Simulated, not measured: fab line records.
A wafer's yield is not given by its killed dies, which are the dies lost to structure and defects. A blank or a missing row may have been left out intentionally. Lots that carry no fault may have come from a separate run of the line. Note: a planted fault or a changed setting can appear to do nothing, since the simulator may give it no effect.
fab line records || flow n5_finfet
[record] {"lots": 6, "wafers": 16, "last_day": 18}
route steps=1938 shown BEOL_M6@1199
lots that met no fault: taken from a fault-free run of the same line
start_h: hours from the record's opening day to when the first of the lot's shown wafers began || wait_h: hours elapsed since this lot's preceding step || " the same as in the row above || L1.1+2: a single row standing in for several wafers || - either no value or no given start || * or withheld: withheld || < > ~ a bound
route shown NAME@n: a module of which the file shows steps, and the number in the route of the first || usual: average and standard deviation across the fault-free wafers || same: alike in all rows || chamber/n: place in a boat || sites: each site's reading || _std_site: the values' standard deviation || _edge_site: outer sites' mean less inner sites' || radius_mm: for every site, how far away it sits from the centre of the wafer || mask NAME#n: copy n || behind: the tool/chamber that last shaped the wafer || hold: what put the lot on hold/how long, in hours/how the hold closed || device: the transistor (n, p or np) that didn't switch || end of line: the same wafers' tests at the end of the route || for a step that has no rows: nothing shown but its recipe || killed: dies that structure and defects cost at the first sort, which is not the same as the wafer's yield || map: a wafer's dies, x killed, . not, _ none there
set.NAME: the setting the step ran with; set.NAME@STEP: the setting that earlier step ran with || model.NAME: the simulator's own value behind a step, which no gauge read
lots at some steps of the route; a table a step, a row a wafer
services: from which hour (start_h, from the record's first day; less than 0 if before it) a tool's chamber was out of use, for how many hours, and why
[[steps]]
[step N5_BEOL_M6_COAT_59]
[recipe] {"resist": "SOC", "temp_c": 250, "time_s": 60, "spin_rpm": 1500, "resist_thk_nm": 100}
[step N5_BEOL_M6_COAT_60]
[recipe] {"resist": "SiARC", "temp_c": 220, "time_s": 60, "spin_rpm": 1500, "resist_thk_nm": 35}
[step N5_BEOL_M6_COAT_05]
[recipe] {"resist": "CAR-ArF", "spin_rpm": 1500, "resist_thk_nm": 90}
[step N5_BEOL_M6_EBR_07]
[recipe] {"solvent": "PGMEA", "ebr_width_mm": 1.5}
[step N5_BEOL_M6_SOFTBAKE_06]
[recipe] {"temp_c": 110, "time_s": 60, "resist": "CAR-ArF"}
[step N5_BEOL_M6_EXPOSE_08]
[recipe] {"mask_id": "M6", "na": 1.35, "source_shape": "dipole", "sigma_inner": 0.817, "sigma_outer": 0.97, "polarization": "te", "dose_mj": 68.25}
[step N5_BEOL_M6_PEB_09]
[recipe] {"peb_temp_c": "withheld", "peb_time_s": 60, "resist": "CAR-ArF"}
[step N5_BEOL_M6_DEVELOP_10]
[recipe] {"develop_time_s": 30, "developer": "TMAH", "resist": "CAR-ArF", "rinse_liquid": "diw", "dry": "air_spin", "dev_temp_c": 23}
[step N5_BEOL_M6_CD_MEAS_11]
[recipe] {"target_cd_nm": 38.5, "landing_energy_ev": 500, "detector": "se_inlens", "polarity": "opening"}
[usual] {"cd_nm": "38.5/0.4"}
{"lot.wafer": "L736.1", "tool": "cd_sem-03", "chamber": 0, "start_h": 184.71, "wait_h": "-", "cd_nm": 38.6}
{"lot.wafer": "L736.3", "tool": "cd_sem-03", "chamber": 0, "start_h": 184.71, "wait_h": "-", "cd_nm": 38.1}
{"lot.wafer": "L736.5", "tool": "cd_sem-03", "chamber": 0, "start_h": 184.71, "wait_h": "-", "cd_nm": 38.6}
{"lot.wafer": "L740.1", "tool": "cd_sem-03", "chamber": 0, "start_h": 209.67, "wait_h": "-", "cd_nm": 38.6}
{"lot.wafer": "L740.2", "tool": "cd_sem-03", "chamber": 0, "start_h": 209.67, "wait_h": "-", "cd_nm": 38.8}
{"lot.wafer": "L740.5", "tool": "cd_sem-03", "chamber": 0, "start_h": 209.67, "wait_h": "-", "cd_nm": 39.4}
{"lot.wafer": "L750.2", "tool": "cd_sem-01", "chamber": 0, "start_h": 269.58, "wait_h": "-", "cd_nm": 38.4}
{"lot.wafer": "L750.3", "tool": "cd_sem-01", "chamber": 0, "start_h": 269.58, "wait_h": "-", "cd_nm": 38.8}
{"lot.wafer": "L749.3", "tool": "cd_sem-02", "chamber": 0, "start_h": 275.60, "wait_h": "-", "cd_nm": 38.6}
{"lot.wafer": "L749.5", "tool": "cd_sem-02", "chamber": 0, "start_h": 275.60, "wait_h": "-", "cd_nm": 38.3}
{"lot.wafer": "L756.1", "tool": "cd_sem-01", "chamber": 0, "start_h": 302.97, "wait_h": "-", "cd_nm": 38.5}
{"lot.wafer": "L756.2", "tool": "cd_sem-01", "chamber": 0, "start_h": 302.97, "wait_h": "-", "cd_nm": 38.3}
{"lot.wafer": "L756.5", "tool": "cd_sem-01", "chamber": 0, "start_h": 302.97, "wait_h": "-", "cd_nm": 38.7}
{"lot.wafer": "L758.2", "tool": "cd_sem-03", "chamber": 0, "start_h": 335.32, "wait_h": "-", "cd_nm": 38.5}
{"lot.wafer": "L758.4", "tool": "cd_sem-03", "chamber": 0, "start_h": 335.32, "wait_h": "-", "cd_nm": 38.8}
{"lot.wafer": "L758.6", "tool": "cd_sem-03", "chamber": 0, "start_h": 335.32, "wait_h": "-", "cd_nm": 39.0}
[step N5_BEOL_M6_OVL_MEAS_12]
[recipe] {"points_per_wafer": 44}
[usual] {"M6_OVL": "0.6/0.65"}
{"lot.wafer": "L736.1", "tool": "overlay-02", "chamber": 0, "start_h": 184.74, "wait_h": 0.0, "M6_OVL[nm]": 0.3}
{"lot.wafer": "L736.3", "tool": "overlay-02", "chamber": 0, "start_h": 184.74, "wait_h": 0.0, "M6_OVL[nm]": -0.4}
{"lot.wafer": "L736.5", "tool": "overlay-02", "chamber": 0, "start_h": 184.74, "wait_h": 0.0, "M6_OVL[nm]": -0.1}
{"lot.wafer": "L740.1", "tool": "overlay-01", "chamber": 0, "start_h": 209.70, "wait_h": 0.0, "M6_OVL[nm]": 0.6}
{"lot.wafer": "L740.2", "tool": "overlay-01", "chamber": 0, "start_h": 209.70, "wait_h": 0.0, "M6_OVL[nm]": 0.9}
{"lot.wafer": "L740.5", "tool": "overlay-01", "chamber": 0, "start_h": 209.70, "wait_h": 0.0, "M6_OVL[nm]": 0.6}
{"lot.wafer": "L750.2", "tool": "overlay-02", "chamber": 0, "start_h": 269.61, "wait_h": 0.0, "M6_OVL[nm]": 0.7}
{"lot.wafer": "L750.3", "tool": "overlay-02", "chamber": 0, "start_h": 269.61, "wait_h": 0.0, "M6_OVL[nm]": 0.0}
{"lot.wafer": "L749.3", "tool": "overlay-02", "chamber": 0, "start_h": 275.62, "wait_h": 0.0, "M6_OVL[nm]": -0.3}
{"lot.wafer": "L749.5", "tool": "overlay-02", "chamber": 0, "start_h": 275.62, "wait_h": 0.0, "M6_OVL[nm]": 0.8}
{"lot.wafer": "L756.1", "tool": "overlay-02", "chamber": 0, "start_h": 303.00, "wait_h": 0.0, "M6_OVL[nm]": 1.1}
{"lot.wafer": "L756.2", "tool": "overlay-02", "chamber": 0, "start_h": 303.00, "wait_h": 0.0, "M6_OVL[nm]": 0.9}
{"lot.wafer": "L756.5", "tool": "overlay-02", "chamber": 0, "start_h": 303.00, "wait_h": 0.0, "M6_OVL[nm]": 1.9}
{"lot.wafer": "L758.2", "tool": "overlay-01", "chamber": 0, "start_h": 335.34, "wait_h": 0.0, "M6_OVL[nm]": 0.2}
{"lot.wafer": "L758.4", "tool": "overlay-01", "chamber": 0, "start_h": 335.34, "wait_h": 0.0, "M6_OVL[nm]": 0.5}
{"lot.wafer": "L758.6", "tool": "overlay-01", "chamber": 0, "start_h": 335.34, "wait_h": 0.0, "M6_OVL[nm]": 0.2}
[step N5_BEOL_M6_INSPECT_13]
[recipe] {"mode": "adi", "inspect_instrument": "brightfield"}
[usual] {"raw_defect_count": "394/82"}
{"lot.wafer": "L736.1", "tool": "defect_inspect-02", "chamber": "-", "start_h": 184.76, "wait_h": 0.0, "raw_defect_count": 335}
{"lot.wafer": "L736.3", "tool": "defect_inspect-02", "chamber": "-", "start_h": 184.76, "wait_h": 0.0, "raw_defect_count": 238}
{"lot.wafer": "L736.5", "tool": "defect_inspect-02", "chamber": "-", "start_h": 184.76, "wait_h": 0.0, "raw_defect_count": 388}
{"lot.wafer": "L740.1", "tool": "defect_inspect-02", "chamber": "-", "start_h": 209.72, "wait_h": 0.0, "raw_defect_count": 475}
{"lot.wafer": "L740.2", "tool": "defect_inspect-02", "chamber": "-", "start_h": 209.72, "wait_h": 0.0, "raw_defect_count": 417}
{"lot.wafer": "L740.5", "tool": "defect_inspect-02", "chamber": "-", "start_h": 209.72, "wait_h": 0.0, "raw_defect_count": 422}
{"lot.wafer": "L750.2", "tool": "defect_inspect-02", "chamber": "-", "start_h": 269.63, "wait_h": 0.0, "raw_defect_count": 401}
{"lot.wafer": "L750.3", "tool": "defect_inspect-02", "chamber": "-", "start_h": 269.63, "wait_h": 0.0, "raw_defect_count": 582}
{"lot.wafer": "L749.3", "tool": "defect_inspect-02", "chamber": "-", "start_h": 275.65, "wait_h": 0.0, "raw_defect_count": 484}
{"lot.wafer": "L749.5", "tool": "defect_inspect-02", "chamber": "-", "start_h": 275.65, "wait_h": 0.0, "raw_defect_count": 368}
{"lot.wafer": "L756.1", "tool": "defect_inspect-01", "chamber": "-", "start_h": 303.03, "wait_h": 0.0, "raw_defect_count": 397}
{"lot.wafer": "L756.2", "tool": "defect_inspect-01", "chamber": "-", "start_h": 303.03, "wait_h": 0.0, "raw_defect_count": 335}
{"lot.wafer": "L756.5", "tool": "defect_inspect-01", "chamber": "-", "start_h": 303.03, "wait_h": 0.0, "raw_defect_count": 398}
{"lot.wafer": "L758.2", "tool": "defect_inspect-01", "chamber": "-", "start_h": 335.37, "wait_h": 0.0, "raw_defect_count": 561}
{"lot.wafer": "L758.4", "tool": "defect_inspect-01", "chamber": "-", "start_h": 335.37, "wait_h": 0.0, "raw_defect_count": 529}
{"lot.wafer": "L758.6", "tool": "defect_inspect-01", "chamber": "-", "start_h": 335.37, "wait_h": 0.0, "raw_defect_count": 475}
[step N5_BEOL_M6_DESCUM_16]
[recipe] {"chemistry": "O2", "time_s": 7.9, "source_power_w": 50, "bias_power_w": 20, "pressure_mtorr": 20, "rf_frequency_hz": 2.712e+07, "temp_c": 40, "resist": "CAR-ArF", "o2_flow_sccm": 225}
[usual] {"drypump_motor_current_A": "5.6/0.42", "oes_product_au": "0.80/0.073", "rf_vpp_V": "243.1/1.5", "showerhead_plenum_p_Torr": "2.08/0.077", "throttle_valve_pct": "20.39/0.23"}
{"lot.wafer": "L736.1", "tool": "rie_diel-05", "chamber": 1, "start_h": 184.79, "wait_h": 0.0, "drypump_motor_current_A": 6.1, "oes_product_au": 0.91, "rf_hours_counter_h": 21, "rf_vpp_V": 244.6, "showerhead_plenum_p_Torr": 2.14, "throttle_valve_pct": 20.16}
{"lot.wafer": "L736.3", "tool": "rie_diel-05", "chamber": 0, "start_h": 184.79, "wait_h": 0.0, "drypump_motor_current_A": 5.5, "oes_product_au": 0.87, "rf_hours_counter_h": 40, "rf_vpp_V": 242.5, "showerhead_plenum_p_Torr": 2.04, "throttle_valve_pct": 20.14}
{"lot.wafer": "L736.5", "tool": "rie_diel-05", "chamber": 0, "start_h": 184.79, "wait_h": 0.0, "drypump_motor_current_A": 5.5, "oes_product_au": 0.88, "rf_hours_counter_h": "-", "rf_vpp_V": 242.3, "showerhead_plenum_p_Torr": 2.04, "throttle_valve_pct": 20.12}
{"lot.wafer": "L740.1", "tool": "rie_diel-06", "chamber": 2, "start_h": 209.75, "wait_h": 0.0, "drypump_motor_current_A": 5.8, "oes_product_au": 0.70, "rf_hours_counter_h": 221, "rf_vpp_V": 243.2, "showerhead_plenum_p_Torr": 2.07, "throttle_valve_pct": 20.67}
{"lot.wafer": "L740.2", "tool": "rie_diel-06", "chamber": 0, "start_h": 209.75, "wait_h": 0.0, "drypump_motor_current_A": 4.8, "oes_product_au": 0.83, "rf_hours_counter_h": 71, "rf_vpp_V": 244.5, "showerhead_plenum_p_Torr": 2.21, "throttle_valve_pct": 20.58}
{"lot.wafer": "L740.5", "tool": "rie_diel-06", "chamber": 1, "start_h": 209.75, "wait_h": 0.0, "drypump_motor_current_A": 6.2, "oes_product_au": 0.85, "rf_hours_counter_h": "-", "rf_vpp_V": 243.9, "showerhead_plenum_p_Torr": 2.23, "throttle_valve_pct": 20.55}
{"lot.wafer": "L750.2", "tool": "rie_diel-05", "chamber": 3, "start_h": 269.67, "wait_h": 0.0, "drypump_motor_current_A": 5.0, "oes_product_au": 0.84, "rf_hours_counter_h": 59, "rf_vpp_V": 244.6, "showerhead_plenum_p_Torr": 2.21, "throttle_valve_pct": 20.30}
{"lot.wafer": "L750.3", "tool": "rie_diel-05", "chamber": 1, "start_h": 269.67, "wait_h": 0.0, "drypump_motor_current_A": 6.1, "oes_product_au": 0.85, "rf_hours_counter_h": 50, "rf_vpp_V": 244.2, "showerhead_plenum_p_Torr": 2.13, "throttle_valve_pct": 20.19}
{"lot.wafer": "L749.3", "tool": "rie_diel-05", "chamber": 1, "start_h": 275.68, "wait_h": 0.0, "drypump_motor_current_A": 6.1, "oes_product_au": 0.86, "rf_hours_counter_h": 52, "rf_vpp_V": 244.5, "showerhead_plenum_p_Torr": 2.13, "throttle_valve_pct": 20.21}
{"lot.wafer": "L749.5", "tool": "rie_diel-05", "chamber": 1, "start_h": 275.68, "wait_h": 0.0, "drypump_motor_current_A": 6.1, "oes_product_au": 0.85, "rf_hours_counter_h": "-", "rf_vpp_V": 244.9, "showerhead_plenum_p_Torr": 2.13, "throttle_valve_pct": 20.19}
{"lot.wafer": "L756.1", "tool": "rie_diel-06", "chamber": 1, "start_h": 303.27, "wait_h": 0.2, "drypump_motor_current_A": 6.3, "oes_product_au": 0.81, "rf_hours_counter_h": 87, "rf_vpp_V": 244.6, "showerhead_plenum_p_Torr": 2.21, "throttle_valve_pct": 20.59}
{"lot.wafer": "L756.2", "tool": "rie_diel-06", "chamber": 0, "start_h": 303.27, "wait_h": 0.2, "drypump_motor_current_A": 4.8, "oes_product_au": 0.79, "rf_hours_counter_h": 102, "rf_vpp_V": 246.3, "showerhead_plenum_p_Torr": 2.20, "throttle_valve_pct": 20.65}
{"lot.wafer": "L756.5", "tool": "rie_diel-06", "chamber": 3, "start_h": 303.27, "wait_h": 0.2, "drypump_motor_current_A": 5.7, "oes_product_au": 0.89, "rf_hours_counter_h": "-", "rf_vpp_V": 243.0, "showerhead_plenum_p_Torr": 2.14, "throttle_valve_pct": 20.55}
{"lot.wafer": "L758.2", "tool": "rie_diel-01", "chamber": 1, "start_h": 335.45, "wait_h": 0.1, "drypump_motor_current_A": 5.6, "oes_product_au": 0.93, "rf_hours_counter_h": 15, "rf_vpp_V": 242.9, "showerhead_plenum_p_Torr": 2.05, "throttle_valve_pct": 20.26}
{"lot.wafer": "L758.4", "tool": "rie_diel-01", "chamber": 2, "start_h": 335.45, "wait_h": 0.1, "drypump_motor_current_A": 5.3, "oes_product_au": 0.73, "rf_hours_counter_h": 176, "rf_vpp_V": 242.7, "showerhead_plenum_p_Torr": 2.00, "throttle_valve_pct": 20.40}
{"lot.wafer": "L758.6", "tool": "rie_diel-01", "chamber": 3, "start_h": 335.45, "wait_h": 0.1, "drypump_motor_current_A": 5.3, "oes_product_au": 0.75, "rf_hours_counter_h": "-", "rf_vpp_V": 242.6, "showerhead_plenum_p_Torr": 2.01, "throttle_valve_pct": 20.14}
[step N5_BEOL_M6_ETCH_61]
[recipe] {"chemistry": "CF4", "target": "SiARC", "target_depth_a": 455, "mask_material": "CAR-ArF", "time_s": 75.8, "ion_energy_ev": 80, "pressure_mtorr": 40, "source_w": 545, "bias_w": 36, "Ar_flow_sccm": 100, "cf4_flow_sccm": 100, "ends": "cleared"}
[usual] {"drypump_motor_current_A": "5.6/0.42", "etch_rf_on_time_s": "75.1/1.1", "oes_product_au": "0.69/0.063", "rf_vpp_V": "183.9/1.1", "showerhead_plenum_p_Torr": "2.13/0.072", "throttle_valve_pct": "15.58/0.24"}
{"lot.wafer": "L736.1", "tool": "rie_diel-05", "chamber": 1, "start_h": 184.83, "wait_h": 0.0, "drypump_motor_current_A": 6.1, "etch_rf_on_time_s": 73.0, "oes_product_au": 0.79, "rf_hours_counter_h": 21, "rf_vpp_V": 184.3, "showerhead_plenum_p_Torr": 2.18, "throttle_valve_pct": 15.26}
{"lot.wafer": "L736.3", "tool": "rie_diel-05", "chamber": 0, "start_h": 184.83, "wait_h": 0.0, "drypump_motor_current_A": 5.5, "etch_rf_on_time_s": 74.9, "oes_product_au": 0.74, "rf_hours_counter_h": 40, "rf_vpp_V": 183.7, "showerhead_plenum_p_Torr": 2.10, "throttle_valve_pct": 15.37}
{"lot.wafer": "L736.5", "tool": "rie_diel-05", "chamber": 0, "start_h": 184.83, "wait_h": 0.0, "drypump_motor_current_A": 5.5, "etch_rf_on_time_s": 76.1, "oes_product_au": 0.74, "rf_hours_counter_h": "-", "rf_vpp_V": 183.1, "showerhead_plenum_p_Torr": 2.10, "throttle_valve_pct": 15.35}
{"lot.wafer": "L740.1", "tool": "rie_diel-06", "chamber": 2, "start_h": 209.79, "wait_h": 0.0, "drypump_motor_current_A": 5.8, "etch_rf_on_time_s": 76.0, "oes_product_au": 0.61, "rf_hours_counter_h": 221, "rf_vpp_V": 182.8, "showerhead_plenum_p_Torr": 2.12, "throttle_valve_pct": 15.91}
{"lot.wafer": "L740.2", "tool": "rie_diel-06", "chamber": 0, "start_h": 209.79, "wait_h": 0.0, "drypump_motor_current_A": 4.8, "etch_rf_on_time_s": 74.2, "oes_product_au": 0.73, "rf_hours_counter_h": 71, "rf_vpp_V": 184.3, "showerhead_plenum_p_Torr": 2.25, "throttle_valve_pct": 15.72}
{"lot.wafer": "L740.5", "tool": "rie_diel-06", "chamber": 1, "start_h": 209.79, "wait_h": 0.0, "drypump_motor_current_A": 6.2, "etch_rf_on_time_s": 75.1, "oes_product_au": 0.73, "rf_hours_counter_h": "-", "rf_vpp_V": 185.5, "showerhead_plenum_p_Torr": 2.26, "throttle_valve_pct": 15.64}
{"lot.wafer": "L750.2", "tool": "rie_diel-05", "chamber": 3, "start_h": 269.70, "wait_h": 0.0, "drypump_motor_current_A": 5.0, "etch_rf_on_time_s": 75.0, "oes_product_au": 0.72, "rf_hours_counter_h": 59, "rf_vpp_V": 185.4, "showerhead_plenum_p_Torr": 2.26, "throttle_valve_pct": 15.49}
{"lot.wafer": "L750.3", "tool": "rie_diel-05", "chamber": 1, "start_h": 269.70, "wait_h": 0.0, "drypump_motor_current_A": 6.1, "etch_rf_on_time_s": 43.9, "oes_product_au": 1.03, "rf_hours_counter_h": 50, "rf_vpp_V": 184.3, "showerhead_plenum_p_Torr": 2.17, "throttle_valve_pct": 15.32}
{"lot.wafer": "L749.3", "tool": "rie_diel-05", "chamber": 1, "start_h": 275.72, "wait_h": 0.0, "drypump_motor_current_A": 6.1, "etch_rf_on_time_s": 43.9, "oes_product_au": 1.02, "rf_hours_counter_h": 52, "rf_vpp_V": 185.4, "showerhead_plenum_p_Torr": 2.17, "throttle_valve_pct": 15.34}
{"lot.wafer": "L749.5", "tool": "rie_diel-05", "chamber": 1, "start_h": 275.72, "wait_h": 0.0, "drypump_motor_current_A": 6.1, "etch_rf_on_time_s": 74.0, "oes_product_au": 0.74, "rf_hours_counter_h": "-", "rf_vpp_V": 184.3, "showerhead_plenum_p_Torr": 2.17, "throttle_valve_pct": 15.34}
{"lot.wafer": "L756.1", "tool": "rie_diel-06", "chamber": 1, "start_h": 303.31, "wait_h": 0.0, "drypump_motor_current_A": 6.2, "etch_rf_on_time_s": 75.6, "oes_product_au": 0.69, "rf_hours_counter_h": 87, "rf_vpp_V": 185.1, "showerhead_plenum_p_Torr": 2.25, "throttle_valve_pct": 15.71}
{"lot.wafer": "L756.2", "tool": "rie_diel-06", "chamber": 0, "start_h": 303.31, "wait_h": 0.0, "drypump_motor_current_A": 4.8, "etch_rf_on_time_s": 74.4, "oes_product_au": 0.69, "rf_hours_counter_h": 102, "rf_vpp_V": 186.3, "showerhead_plenum_p_Torr": 2.24, "throttle_valve_pct": 15.78}
{"lot.wafer": "L756.5", "tool": "rie_diel-06", "chamber": 3, "start_h": 303.31, "wait_h": 0.0, "drypump_motor_current_A": 5.7, "etch_rf_on_time_s": 74.4, "oes_product_au": 0.77, "rf_hours_counter_h": "-", "rf_vpp_V": 185.8, "showerhead_plenum_p_Torr": 2.19, "throttle_valve_pct": 15.64}
{"lot.wafer": "L758.2", "tool": "rie_diel-01", "chamber": 1, "start_h": 335.48, "wait_h": 0.0, "drypump_motor_current_A": 5.6, "etch_rf_on_time_s": 76.0, "oes_product_au": 0.79, "rf_hours_counter_h": 15, "rf_vpp_V": 183.2, "showerhead_plenum_p_Torr": 2.11, "throttle_valve_pct": 15.40}
{"lot.wafer": "L758.4", "tool": "rie_diel-01", "chamber": 2, "start_h": 335.48, "wait_h": 0.0, "drypump_motor_current_A": 5.2, "etch_rf_on_time_s": 75.0, "oes_product_au": 0.63, "rf_hours_counter_h": 176, "rf_vpp_V": 183.4, "showerhead_plenum_p_Torr": 2.05, "throttle_valve_pct": 15.54}
{"lot.wafer": "L758.6", "tool": "rie_diel-01", "chamber": 3, "start_h": 335.48, "wait_h": 0.0, "drypump_motor_current_A": 5.4, "etch_rf_on_time_s": 76.9, "oes_product_au": 0.64, "rf_hours_counter_h": "-", "rf_vpp_V": 183.4, "showerhead_plenum_p_Torr": 2.05, "throttle_valve_pct": 15.35}
[step N5_BEOL_M6_ETCH_62]
[recipe] {"chemistry": "N2/H2", "target": "SOC", "target_depth_a": 1100, "overetch_a": 220, "mask_material": "SiARC", "temp_c": 40, "time_s": 165, "ion_energy_ev": 200, "pressure_mtorr": 30, "source_w": 840, "bias_w": 150, "n2_flow_sccm": 200, "h2_flow_sccm": 200}
[usual] {"drypump_motor_current_A": "5.6/0.43", "oes_product_au": "0.68/0.058", "rf_vpp_V": "523.6/2.6", "showerhead_plenum_p_Torr": "2.53/0.092", "throttle_valve_pct": "17.79/0.22"}
{"lot.wafer": "L736.1", "tool": "rie_diel-05", "chamber": 1, "start_h": 184.88, "wait_h": 0.0, "drypump_motor_current_A": 6.1, "oes_product_au": 0.77, "rf_hours_counter_h": 21, "rf_vpp_V": 527.0, "showerhead_plenum_p_Torr": 2.59, "throttle_valve_pct": 17.50}
{"lot.wafer": "L736.3", "tool": "rie_diel-05", "chamber": 0, "start_h": 184.88, "wait_h": 0.0, "drypump_motor_current_A": 5.5, "oes_product_au": 0.73, "rf_hours_counter_h": 40, "rf_vpp_V": 522.6, "showerhead_plenum_p_Torr": 2.48, "throttle_valve_pct": 17.55}
{"lot.wafer": "L736.5", "tool": "rie_diel-05", "chamber": 0, "start_h": 184.88, "wait_h": 0.0, "drypump_motor_current_A": 5.5, "oes_product_au": 0.73, "rf_hours_counter_h": "-", "rf_vpp_V": 523.2, "showerhead_plenum_p_Torr": 2.48, "throttle_valve_pct": 17.55}
{"lot.wafer": "L740.1", "tool": "rie_diel-06", "chamber": 2, "start_h": 209.85, "wait_h": 0.0, "drypump_motor_current_A": 5.8, "oes_product_au": 0.60, "rf_hours_counter_h": 221, "rf_vpp_V": 521.8, "showerhead_plenum_p_Torr": 2.51, "throttle_valve_pct": 18.00}
{"lot.wafer": "L740.2", "tool": "rie_diel-06", "chamber": 0, "start_h": 209.85, "wait_h": 0.0, "drypump_motor_current_A": 4.8, "oes_product_au": 0.71, "rf_hours_counter_h": 71, "rf_vpp_V": 527.7, "showerhead_plenum_p_Torr": 2.68, "throttle_valve_pct": 17.85}
{"lot.wafer": "L740.5", "tool": "rie_diel-06", "chamber": 1, "start_h": 209.85, "wait_h": 0.0, "drypump_motor_current_A": 6.3, "oes_product_au": 0.73, "rf_hours_counter_h": "-", "rf_vpp_V": 528.5, "showerhead_plenum_p_Torr": 2.70, "throttle_valve_pct": 17.94}
{"lot.wafer": "L750.2", "tool": "rie_diel-05", "chamber": 3, "start_h": 269.76, "wait_h": 0.0, "drypump_motor_current_A": 4.9, "oes_product_au": 0.71, "rf_hours_counter_h": 59, "rf_vpp_V": 525.8, "showerhead_plenum_p_Torr": 2.69, "throttle_valve_pct": 17.57}
{"lot.wafer": "L750.3", "tool": "rie_diel-05", "chamber": 1, "start_h": 269.76, "wait_h": 0.0, "drypump_motor_current_A": 6.1, "oes_product_au": 0.72, "rf_hours_counter_h": 50, "rf_vpp_V": 524.7, "showerhead_plenum_p_Torr": 2.57, "throttle_valve_pct": 17.54}
{"lot.wafer": "L749.3", "tool": "rie_diel-05", "chamber": 1, "start_h": 275.77, "wait_h": 0.0, "drypump_motor_current_A": 6.1, "oes_product_au": 0.73, "rf_hours_counter_h": 52, "rf_vpp_V": 525.7, "showerhead_plenum_p_Torr": 2.57, "throttle_valve_pct": 17.57}
{"lot.wafer": "L749.5", "tool": "rie_diel-05", "chamber": 1, "start_h": 275.77, "wait_h": 0.0, "drypump_motor_current_A": 6.1, "oes_product_au": 0.72, "rf_hours_counter_h": "-", "rf_vpp_V": 525.8, "showerhead_plenum_p_Torr": 2.57, "throttle_valve_pct": 17.57}
{"lot.wafer": "L756.1", "tool": "rie_diel-06", "chamber": 1, "start_h": 303.36, "wait_h": 0.0, "drypump_motor_current_A": 6.2, "oes_product_au": 0.68, "rf_hours_counter_h": 87, "rf_vpp_V": 529.7, "showerhead_plenum_p_Torr": 2.68, "throttle_valve_pct": 17.99}
{"lot.wafer": "L756.2", "tool": "rie_diel-06", "chamber": 0, "start_h": 303.36, "wait_h": 0.0, "drypump_motor_current_A": 4.8, "oes_product_au": 0.68, "rf_hours_counter_h": 102, "rf_vpp_V": 526.7, "showerhead_plenum_p_Torr": 2.66, "throttle_valve_pct": 17.89}
{"lot.wafer": "L756.5", "tool": "rie_diel-06", "chamber": 3, "start_h": 303.36, "wait_h": 0.0, "drypump_motor_current_A": 5.7, "oes_product_au": 0.76, "rf_hours_counter_h": "-", "rf_vpp_V": 524.8, "showerhead_plenum_p_Torr": 2.59, "throttle_valve_pct": 17.80}
{"lot.wafer": "L758.2", "tool": "rie_diel-01", "chamber": 1, "start_h": 335.54, "wait_h": 0.0, "drypump_motor_current_A": 5.6, "oes_product_au": 0.79, "rf_hours_counter_h": 15, "rf_vpp_V": 524.2, "showerhead_plenum_p_Torr": 2.48, "throttle_valve_pct": 17.59}
{"lot.wafer": "L758.4", "tool": "rie_diel-01", "chamber": 2, "start_h": 335.54, "wait_h": 0.0, "drypump_motor_current_A": 5.3, "oes_product_au": 0.62, "rf_hours_counter_h": 176, "rf_vpp_V": 519.7, "showerhead_plenum_p_Torr": 2.43, "throttle_valve_pct": 17.85}
{"lot.wafer": "L758.6", "tool": "rie_diel-01", "chamber": 3, "start_h": 335.54, "wait_h": 0.0, "drypump_motor_current_A": 5.3, "oes_product_au": 0.63, "rf_hours_counter_h": "-", "rf_vpp_V": 519.7, "showerhead_plenum_p_Torr": 2.43, "throttle_valve_pct": 17.65}
[[services]]
{"tool": "rie_diel-06", "chamber": "-", "start_h": 186.01, "hours": 2.8, "kind": "pm"}
{"tool": "rie_diel-06", "chamber": 2, "start_h": 193.07, "hours": 5.0, "kind": "repair"}
{"tool": "rie_diel-06", "chamber": 3, "start_h": 217.63, "hours": "-", "kind": "clean"}
{"tool": "rie_diel-06", "chamber": 3, "start_h": 217.63, "hours": "-", "kind": "consumable_replace:focus_ring"}
{"tool": "rie_diel-06", "chamber": 3, "start_h": 217.63, "hours": 24.0, "kind": "scheduled_down"}
{"tool": "rie_diel-06", "chamber": 3, "start_h": 217.63, "hours": 24.0, "kind": "vent_cycle"}
{"tool": "rie_diel-01", "chamber": 0, "start_h": 246.77, "hours": "-", "kind": "clean"}
{"tool": "rie_diel-01", "chamber": 0, "start_h": 246.77, "hours": "-", "kind": "consumable_replace:focus_ring"}
{"tool": "rie_diel-01", "chamber": 0, "start_h": 246.77, "hours": 17.1, "kind": "scheduled_down"}
{"tool": "rie_diel-01", "chamber": 0, "start_h": 246.77, "hours": 17.1, "kind": "vent_cycle"}
{"tool": "rie_diel-06", "chamber": 0, "start_h": 248.46, "hours": 12.2, "kind": "repair"}
{"tool": "rie_diel-06", "chamber": 2, "start_h": 253.30, "hours": 11.7, "kind": "repair"}
{"tool": "rie_diel-01", "chamber": 1, "start_h": 263.83, "hours": "-", "kind": "clean"}
{"tool": "rie_diel-01", "chamber": 1, "start_h": 263.83, "hours": "-", "kind": "consumable_replace:focus_ring"}
{"tool": "rie_diel-01", "chamber": 1, "start_h": 263.83, "hours": 23.1, "kind": "scheduled_down"}
{"tool": "rie_diel-01", "chamber": 1, "start_h": 263.83, "hours": 23.1, "kind": "vent_cycle"}
{"tool": "rie_diel-06", "chamber": 2, "start_h": 297.24, "hours": "-", "kind": "clean"}
{"tool": "rie_diel-06", "chamber": 2, "start_h": 297.24, "hours": "-", "kind": "consumable_replace:focus_ring"}
{"tool": "rie_diel-06", "chamber": 2, "start_h": 297.24, "hours": 22.7, "kind": "scheduled_down"}
{"tool": "rie_diel-06", "chamber": 2, "start_h": 297.24, "hours": 22.7, "kind": "vent_cycle"}
{"tool": "rie_diel-06", "chamber": 0, "start_h": 323.11, "hours": 6.4, "kind": "repair"}
{"tool": "rie_diel-05", "chamber": "-", "start_h": 328.94, "hours": 1.0, "kind": "repair"}
{"tool": "rie_diel-06", "chamber": 1, "start_h": 331.98, "hours": 7.0, "kind": "repair"}
[[key]]
[first_sign] {"step": "N5_BEOL_M6_ETCH_61", "reading": "etch_rf_on_time_s", "direction": "down", "sigmas": 27, "usual": "*", "struck": "*"}
[effect] {"step": "N5_BEOL_M6_ETCH_61", "reading": "oes_product_au", "direction": "up", "sigmas": 5.3, "usual": 0.69, "struck": 1.02}
met_at N5_BEOL_M6_ETCH_61
struck_wafers L749.3,L750.3
onset_between 184.83 269.70
[fault] {"kind": "process_parameter_drift", "tool": "rie_diel-05", "chamber": "-", "onset_h": 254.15, "steps": "N5_BEOL_M6_ETCH_61", "channel": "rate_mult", "offset": 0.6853, "shape": "step", "end_h": 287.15, "scope": "struck_wafers_only"}
